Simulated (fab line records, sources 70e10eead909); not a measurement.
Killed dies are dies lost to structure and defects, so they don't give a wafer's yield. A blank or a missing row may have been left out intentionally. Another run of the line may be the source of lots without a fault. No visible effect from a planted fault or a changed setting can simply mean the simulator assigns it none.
Chamber matching || flow nand-harc || NHARC_A_CHANNEL_FILL_D2_ALD_16 on ald-hk-04 has 4 sister chambers
The step deposits SiO2, target thk 1.5 nm, pulse time 10 s, ald cycles 15. 4 wafers are shown with their chamber, then 8 later ones without.

WAFERS WITH THEIR CHAMBER
{"wafer": "L078.6", "chamber": 0, "heater-power-w (W)": 535}
{"wafer": "L086.2", "chamber": 3, "heater-power-w (W)": 447}
{"wafer": "L086.4", "chamber": 1, "heater-power-w (W)": 401}
{"wafer": "L088.3", "chamber": 2, "heater-power-w (W)": 478}

WAFERS WHOSE CHAMBER IS MISSING
{"wafer": "L088.4", "heater-power-w (W)": 406}
{"wafer": "L088.6", "heater-power-w (W)": 489}
{"wafer": "L091.2", "heater-power-w (W)": 481}
{"wafer": "L091.3", "heater-power-w (W)": 381}
{"wafer": "L091.5", "heater-power-w (W)": 412}
{"wafer": "L096.2", "heater-power-w (W)": 544}
{"wafer": "L096.3", "heater-power-w (W)": 409}
{"wafer": "L096.6", "heater-power-w (W)": 365}

WHICH CHAMBER EACH ONE RAN IN
{"wafer": "L088.4", "from the rows above": 1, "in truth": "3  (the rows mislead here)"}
{"wafer": "L088.6", "from the rows above": "can't be placed: 2 or 3", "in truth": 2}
{"wafer": "L091.2", "from the rows above": "can't be placed: 2 or 3", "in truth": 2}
{"wafer": "L091.3", "from the rows above": 1, "in truth": 1}
{"wafer": "L091.5", "from the rows above": "can't be placed: 1 or 3", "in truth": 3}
{"wafer": "L096.2", "from the rows above": 0, "in truth": 0}
{"wafer": "L096.3", "from the rows above": "can't be placed: 1 or 3", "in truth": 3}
{"wafer": "L096.6", "from the rows above": 1, "in truth": 1}
Correct placement for 3 of the 8. Not placeable from these rows: 4 (in 4, the candidates include the true chamber). Wrongly placed: 1.
How it was worked out, from the rows above alone: a wafer's distance from a chamber is the root of the sum, over the readings, of the square of ((its reading less the chamber's mean) divided by the reading's scatter). The wafer belongs to the nearest chamber; if the next one is less than 2 further off, it can't be placed. Each chamber's mean is taken over the wafers shown for it. The scatter (one wafer shown for each chamber): square how far every hidden wafer sits from the nearest shown wafer, average those squares and take the square root.
